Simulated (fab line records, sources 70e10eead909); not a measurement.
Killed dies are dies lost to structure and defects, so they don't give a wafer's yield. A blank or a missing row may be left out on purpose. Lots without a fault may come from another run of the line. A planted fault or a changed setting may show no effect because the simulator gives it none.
fab line records | flow nand_harc
record lots=6 wafers=18 last_day=34
route steps=1302 shown P_BONDPAD@360
lots that met no fault: from a run of the same line without faults
start_h: hours from the record's first day to the start of the lot's first wafer shown | wait_h: hours since the lot's step before | " the same as in the row above | L1.1+2: a row that stands for several wafers | - no value, or no start given | * or withheld: withheld | < > ~ a bound
route shown NAME@n: a module of which the file shows steps, and the number in the route of the first | usual: mean/standard deviation of fault-free wafers | same: alike in all rows | chamber/n: place in a boat | sites: the reading at each site | _std_site: their standard deviation | _edge_site: outer sites' mean less inner sites' | radius_mm: how far each site lies from the wafer's centre | mask NAME#n: copy n | behind: the tool/chamber that last shaped the wafer | hold: why the lot was held/for how many hours/how that ended | device: the transistor (n, p or np) that didn't switch | end of line: the same wafers' tests at the end of the route | a step without rows: its recipe alone | killed: dies lost to structure and defects at the first sort, not the wafer's yield | map: a wafer's dies, x killed, . not, _ none there
set.NAME: the setting as run; set.NAME@STEP: as run at that earlier step | model.NAME: the simulator's own value behind a step, which no gauge read
lots at some steps of the route; a table a step, a row a wafer
services: from which hour (start_h, from the record's first day; less than 0 if before it) a tool's chamber was out of use, for how many hours, and why
## steps
# step NHARC_P_BONDPAD_EBR_05
# step NHARC_P_BONDPAD_EXPOSE_06
# recipe na=0.55 dose_mj=37.06 mask_id=P_BPAD
# step NHARC_P_BONDPAD_PEB_07
# recipe peb_temp_c=128 peb_time_s=80
# step NHARC_P_BONDPAD_DEVELOP_08
# recipe time_s=50 dev_temp_c=22
# step NHARC_P_BONDPAD_CD_MEAS_09
# recipe target_cd_nm=500 landing_energy_ev=500
# usual cd_nm=500.5/1.3
# columns lot.wafer tool chamber start_h wait_h cd_nm
L572.2 cd_sem-02 0 151.27 - 500.2
L572.5 " 0 " " 500.5
L572.6 " 0 " " 500.6
L580.1 cd_sem-03 0 216.11 - 498.3
L580.4 " 0 " " 498.6
L580.6 " 0 " " 499.0
L583.1 cd_sem-02 0 244.78 - 501.1
L583.4 " 0 " " 500.1
L583.5 " 0 " " 502.5
L588.1 cd_sem-03 0 301.93 - 500.4
L588.4 " 0 " " 502.6
L588.6 " 0 " " 500.5
L590.1 cd_sem-02 0 315.97 - 499.4
L590.3 " 0 " " 500.1
L590.6 " 0 " " 500.0
L595.1 cd_sem-02 0 370.78 - 501.4
L595.4 " 0 " " 499.0
L595.5 " 0 " " 502.0
# step NHARC_P_BONDPAD_OVL_MEAS_38
# usual overlay_x_nm=1/5.9 overlay_y_nm=-1/5.2
# columns lot.wafer tool chamber start_h wait_h overlay_x_nm overlay_y_nm
L572.2 overlay-02 - 151.35 - 1 -7
L572.5 " - " " 0 -8
L572.6 " - " " 1 -8
L580.1 overlay-01 - 216.20 - 5 -2
L580.4 " - " " 4 -2
L580.6 " - " " 5 -2
L583.1 overlay-02 - 244.87 - 9 -5
L583.4 " - " " 9 -6
L583.5 " - " " 9 -5
L588.1 overlay-01 - 302.02 - -8 0
L588.4 " - " " -7 0
L588.6 " - " " -7 0
L590.1 overlay-02 - 316.06 - -7 -5
L590.3 " - " " -7 -6
L590.6 " - " " -8 -5
L595.1 overlay-02 - 370.87 - 6 5
L595.4 " - " " 6 5
L595.5 " - " " 7 6
# step NHARC_P_BONDPAD_HARDBAKE_10
# recipe temp_c=118 time_s=65
# step NHARC_P_BONDPAD_DESCUM_11
# recipe time_s=3 o2_flow_sccm=200 ar_flow_sccm=0 bias_power_w=0 chemistry=O2
# usual drypump_motor_current_A=5.7/0.65 oes_product_au=1.000/0.0072 rf_vpp_V=57.9/0.93 showerhead_plenum_p_Torr=1.96/0.064 throttle_valve_pct=11.310/0.0096
# columns lot.wafer tool chamber start_h wait_h drypump_motor_current_A oes_product_au rf_hours_counter_h rf_vpp_V showerhead_plenum_p_Torr throttle_valve_pct
L572.2 rie_diel-13 3 151.48 - 5.5 1.001 4.2 58.2 1.85 11.312
L572.5 " 3 " " 5.5 1.000 - 58.6 1.84 11.309
L572.6 " 0 " " 6.5 0.990 - 57.1 1.94 11.314
L580.1 rie_diel-13 1 216.32 - 5.6 0.996 1.3 58.9 2.04 11.304
L580.4 " 0 " " 6.5 0.997 1.2 58.0 1.94 11.295
L580.6 " 1 " " 5.6 1.000 - 56.2 2.04 11.301
L583.1 rie_diel-13 3 245.01 - 5.5 0.987 2.2 55.8 1.84 11.298
L583.4 " 0 " " 6.5 0.994 2.1 57.9 1.94 11.297
L583.5 " 1 " " 5.6 1.012 - 58.0 2.04 11.315
L588.1 rie_diel-09 1 302.16 - 5.2 0.991 6.1 58.6 2.05 11.325
L588.4 " 2 " " 4.8 0.986 5.9 58.9 2.02 11.313
L588.6 " 3 " " 5.8 1.010 - 57.9 2.00 11.305
L590.1 rie_diel-07 2 316.20 - 4.6 0.996 0.7 59.9 2.00 11.306
L590.3 " 3 " " 6.3 0.990 0.7 56.7 1.95 11.305
L590.6 " 1 " " 6.4 1.012 - 58.7 2.04 11.320
L595.1 rie_diel-13 3 371.00 - 5.5 1.002 1.1 58.2 1.84 11.316
L595.4 " 0 " " 6.5 0.994 1.2 56.9 1.94 11.302
L595.5 " 0 " " 6.5 0.995 - 59.6 1.94 11.318
# step NHARC_P_BONDPAD_ETCH_37
# recipe target_depth_a=600 overetch_a=180 time_s=65.91 ion_energy_ev=200 n2_flow_sccm=150 h2_flow_sccm=150 ar_flow_sccm=0 rf_w=400 bias_w=150 chemistry=N2/H2
# usual drypump_motor_current_A=5.6/0.65 oes_product_au=0.999/0.0062 rf_fwd_power_W=396.6/1.8 rf_vpp_V=432.0/2.1 showerhead_plenum_p_Torr=2.09/0.067 throttle_valve_pct=14.171/0.0082
# columns lot.wafer tool chamber start_h wait_h drypump_motor_current_A oes_product_au rf_fwd_power_W rf_hours_counter_h rf_vpp_V showerhead_plenum_p_Torr throttle_valve_pct
L572.2 rie_diel-13 0 151.58 0.1 6.5 1.002 399.5 4.1 431.5 2.07 14.172
L572.6 " 1 " " 5.6 1.006 397.6 - 434.2 2.18 14.177
L572.5 " 2 " " 4.7 0.998 395.2 - 430.1 2.04 14.165
L580.1 rie_diel-13 2 216.41 0.1 4.7 0.998 397.4 1.3 429.5 2.04 14.176
L580.4 " 3 " " 5.5 1.001 394.5 1.2 428.3 1.96 14.165
L580.6 " 1 " " 5.6 1.000 396.8 - 436.5 2.18 14.163
L583.4 rie_diel-13 2 245.08 0.1 4.7 0.995 399.0 1.9 431.2 2.04 14.169
L583.1 " 3 " " 5.5 0.996 398.1 2.2 429.0 1.96 14.155
L583.5 " 2 " " 4.7 1.004 398.0 - 430.6 2.04 14.165
L588.1 rie_diel-09 2 302.23 0.1 4.8 0.995 397.2 5.9 433.4 2.15 14.173
L588.4 " 0 " " 5.5 0.995 397.2 6.3 431.7 2.09 14.162
L588.6 " 3 " " 5.9 0.993 394.8 - 433.1 2.13 14.173
L590.3 rie_diel-07 2 316.27 0.1 4.6 0.987 393.2 0.7 433.4 2.14 14.179
L590.1 " 3 " " 6.3 0.993 394.1 0.7 431.9 2.08 14.178
L590.6 " 2 " " 4.6 0.993 393.1 - 433.1 2.14 14.170
L595.1 rie_diel-13 0 371.09 0.1 6.5 0.991 394.8 1.2 431.9 2.06 14.175
L595.4 " 1 " " 5.6 1.003 398.0 1.1 434.3 2.18 14.150
L595.5 " 3 " " 5.5 1.008 398.0 - 430.1 1.96 14.154
# step NHARC_P_BONDPAD_ETCH_12
# recipe target_depth_a=2000 time_s=100 chf3_flow_sccm=50 o2_flow_sccm=10 ar_flow_sccm=200 rf_w=500 bias_w=200 chemistry=CHF3/O2
# usual drypump_motor_current_A=5.6/0.66 oes_product_au=0.946/0.021 rf_fwd_power_W=496.7/1.9 rf_vpp_V=371.6/1.8 showerhead_plenum_p_Torr=2.45/0.077 throttle_valve_pct=20.573/0.0091
# columns lot.wafer tool chamber start_h wait_h drypump_motor_current_A oes_product_au rf_fwd_power_W rf_hours_counter_h rf_vpp_V showerhead_plenum_p_Torr throttle_valve_pct
L572.2 rie_diel-13 1 - - 5.6 0.930 497.1 4.8 374.3 2.55 20.592
L572.5 " 1 " " 5.6 0.921 497.2 - 375.2 2.55 20.566
L572.6 " 2 " " 4.7 0.915 496.4 - 369.1 2.40 20.573
L580.1 rie_diel-13 0 - - 6.5 0.975 499.3 1.2 370.4 2.43 20.590
L580.4 " 1 " " 5.6 0.954 496.1 1.4 373.9 2.55 20.577
L580.6 " 0 " " 6.5 0.966 498.3 - 372.2 2.43 20.560
L583.1 rie_diel-13 1 - - 5.6 0.923 498.2 2.5 373.8 2.55 20.560
L583.4 " 0 " " 6.5 0.932 499.1 2.1 370.7 2.43 20.578
L583.5 " 1 " " 5.6 0.928 497.1 - 373.7 2.55 20.561
L588.1 rie_diel-09 0 - - 5.5 0.927 499.2 6.3 370.7 2.46 20.577
L588.4 " 1 " " 5.1 0.929 496.9 6.1 373.5 2.57 20.578
L588.6 " 0 " " 5.5 0.924 498.6 - 372.6 2.46 20.567
L590.1 rie_diel-07 3 - - 6.3 0.970 495.1 0.7 370.3 2.44 20.582
L590.3 " 1 " " 6.4 0.963 494.6 0.0 374.2 2.56 20.567
L590.6 " 3 " " 6.3 0.969 495.4 - 371.7 2.44 20.583
L595.4 rie_diel-13 3 - - 5.5 0.963 497.8 1.1 369.9 2.32 20.570
L595.1 " 1 " " 5.6 0.973 497.9 1.2 374.4 2.55 20.587
L595.5 " 3 " " 5.5 0.956 496.6 - 368.6 2.32 20.562
# step NHARC_P_BONDPAD_CD_MEAS_13
# usual cd_nm=500.1/1.3
# columns lot.wafer tool chamber start_h wait_h cd_nm
L572.2 cd_sem-03 - 151.79 - 499.3
L572.5 " - " " 499.3
L572.6 " - " " 499.9
L580.1 cd_sem-02 - 216.64 - 497.7
L580.4 " - " " 497.9
L580.6 " - " " 498.1
L583.1 cd_sem-03 - 245.30 - 500.5
L583.4 " - " " 500.5
L583.5 " - " " 502.2
L588.1 cd_sem-01 - 302.45 - 499.9
L588.4 " - " " 502.3
L588.6 " - " " 500.5
L590.1 cd_sem-02 - 316.50 - 498.4
L590.3 " - " " 500.4
L590.6 " - " " 500.6
L595.1 cd_sem-03 - 371.31 - 501.2
L595.4 " - " " 498.8
L595.5 " - " " 501.6
# step NHARC_P_BONDPAD_STRIP_15
# recipe o2_flow_sccm=500 ar_flow_sccm=0 bias_w=0 chemistry=O2
# usual drypump_motor_current_A=5.6/0.65 oes_product_au=0.998/0.0084 rf_vpp_V=58.1/0.86 showerhead_plenum_p_Torr=3.65/0.096 throttle_valve_pct=17.036/0.0092
# columns lot.wafer tool chamber start_h wait_h drypump_motor_current_A oes_product_au rf_hours_counter_h rf_vpp_V showerhead_plenum_p_Torr throttle_valve_pct
L572.2 rie_diel-07 1 151.89 0.1 6.4 1.010 2.0 58.3 3.76 17.045
L572.6 " 3 " " 6.3 1.007 - 57.9 3.59 17.041
L572.5 " 1 " " 6.4 1.014 - 57.5 3.76 17.035
L580.4 rie_diel-07 0 216.74 0.1 5.8 1.003 5.7 59.2 3.61 17.039
L580.1 " 1 " " 6.4 1.010 6.1 58.1 3.75 17.017
L580.6 " 3 " " 6.3 0.998 - 58.4 3.59 17.046
L583.1 rie_diel-07 0 245.38 0.1 5.8 1.005 7.4 58.1 3.61 17.041
L583.4 " 2 " " 4.6 1.001 7.6 58.2 3.68 17.030
L583.5 " 1 " " 6.4 1.026 - 57.9 3.75 17.041
L588.4 rie_diel-09 3 302.53 0.1 5.9 0.993 4.4 59.6 3.67 17.034
L588.1 " 2 " " 4.8 0.991 6.0 57.4 3.70 17.036
L588.6 " 0 " " 5.5 0.986 - 57.6 3.61 17.038
L590.1 rie_diel-13 1 316.57 0.1 5.6 0.994 4.0 56.7 3.74 17.033
L590.3 " 3 " " 5.5 0.998 3.8 57.2 3.41 17.041
L590.6 " 1 " " 5.6 1.008 - 57.0 3.74 17.051
L595.4 rie_diel-07 1 371.40 0.1 6.4 1.000 4.3 57.8 3.75 17.035
L595.1 " 3 " " 6.3 0.995 6.2 58.1 3.59 17.031
L595.5 " 0 " " 5.8 0.986 - 59.3 3.60 17.045
# step NHARC_P_BONDPAD_ETCH_24
# recipe target_depth_a=300 over_etch_frac=0.3 time_s=72.99 ion_energy_ev=150 cf4_flow_sccm=50 n2_flow_sccm=100 ar_flow_sccm=150 rf_w=300 bias_w=100 chemistry=CF4/N2
# usual drypump_motor_current_A=5.6/0.64 oes_product_au=1.000/0.008 rf_fwd_power_W=297.6/1.2 rf_vpp_V=315.7/1.3 showerhead_plenum_p_Torr=2.71/0.072 throttle_valve_pct=19.795/0.0089
# columns lot.wafer tool chamber start_h wait_h drypump_motor_current_A oes_product_au rf_fwd_power_W rf_hours_counter_h rf_vpp_V showerhead_plenum_p_Torr throttle_valve_pct
L572.2 rie_diel-07 3 152.05 0.1 6.3 0.988 296.2 2.2 314.3 2.67 19.787
L572.5 " 1 " " 6.4 1.008 297.4 - 316.3 2.80 19.789
L572.6 " 2 " " 4.6 0.997 296.7 - 317.3 2.75 19.781
L580.1 rie_diel-07 0 216.86 - 5.8 0.745 177.1 5.8 316.5 2.69 19.805
L580.4 " 1 " " 6.4 0.762 175.6 6.1 317.6 2.80 19.800
L580.6 " 1 " " 6.4 0.757 175.7 - 317.8 2.80 19.785
L583.4 rie_diel-07 1 245.54 - 6.4 0.761 176.6 7.1 316.3 2.80 19.783
L583.1 " 3 " " 6.3 0.740 175.6 8.0 315.2 2.67 19.805
L583.5 " 1 " " 6.4 0.763 175.2 - 316.6 2.80 19.778
L588.1 rie_diel-09 3 302.68 - 5.9 1.003 298.3 4.5 314.7 2.74 19.791
L588.4 " 0 " " 5.5 1.000 298.9 6.4 314.8 2.69 19.797
L588.6 " 3 " " 5.9 1.000 298.6 - 315.5 2.74 19.810
L590.1 rie_diel-13 0 316.73 - 6.5 0.984 297.6 3.9 315.9 2.66 19.807
L590.3 " 1 " " 5.6 0.997 297.8 4.1 316.3 2.79 19.805
L590.6 " 0 " " 6.5 0.992 297.1 - 313.7 2.66 19.808
L595.1 rie_diel-07 3 371.55 - 6.2 0.992 295.2 6.2 314.6 2.67 19.810
L595.4 " 0 " " 5.8 0.990 299.5 5.6 314.7 2.68 19.783
L595.5 " 2 " " 4.6 0.997 297.0 - 315.5 2.74 19.801
# step NHARC_P_BONDPAD_STRIP_16
# recipe time_s=600 temp_c=30 chemistry=post_etch_residue_remover
## services
# columns tool chamber start_h hours kind
rie_diel-09 - 143.11 9.0 pm
rie_diel-13 0 144.00 - clean
rie_diel-13 1 144.00 - clean
rie_diel-13 2 144.00 - clean
rie_diel-13 3 144.00 - clean
rie_diel-13 - 165.00 9.0 pm
rie_diel-13 0 165.00 9.0 vent_cycle
rie_diel-13 1 165.00 9.0 vent_cycle
rie_diel-09 0 186.43 3.3 repair
rie_diel-13 - 212.48 3.7 repair
rie_diel-13 2 222.27 7.7 repair
rie_diel-07 1 228.39 4.5 repair
rie_diel-13 0 235.92 2.8 repair
rie_diel-09 1 236.67 3.8 repair
rie_diel-09 0 255.07 1.9 repair
rie_diel-07 - 274.55 0.6 repair
rie_diel-09 3 279.01 10.7 repair
rie_diel-07 1 281.06 35.1 repair
rie_diel-13 3 293.07 2.7 repair
rie_diel-07 - 294.21 9.0 pm
rie_diel-13 1 301.11 6.9 repair
rie_diel-09 - 320.11 9.0 pm
rie_diel-09 2 333.18 19.9 repair
rie_diel-13 - 342.00 9.0 pm
## key
first_sign step=NHARC_P_BONDPAD_ETCH_24 reading=rf_fwd_power_W direction=down sigmas=99+ usual=* struck=*
effect step=NHARC_P_BONDPAD_ETCH_24 reading=oes_product_au direction=down sigmas=31 usual=1.000 struck=0.755
met_at NHARC_P_BONDPAD_ETCH_24
struck_wafers L580.1,L580.4,L580.6,L583.1,L583.4,L583.5
later_rows_left_out L580.1,L580.4,L580.6,L583.1,L583.4,L583.5
sort_left_out L580.1,L580.4,L580.6,L583.1,L583.4,L583.5
onset_between 152.05 216.86
fault kind=process_parameter_drift tool=rie_diel-07 chamber=- onset_h=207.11 steps=NHARC_P_BONDPAD_ETCH_24 channel=rf_w offset=* shape=step end_h=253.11 acts_in=* stated=*
# sort_left_out: the simulated sort isn't trusted on such a fault, so these wafers' sort isn't shown, and their yield isn't known
# later_rows_left_out: the simulator's readings of these wafers behind a module that went badly wrong aren't trusted and aren't shown, but for the sort
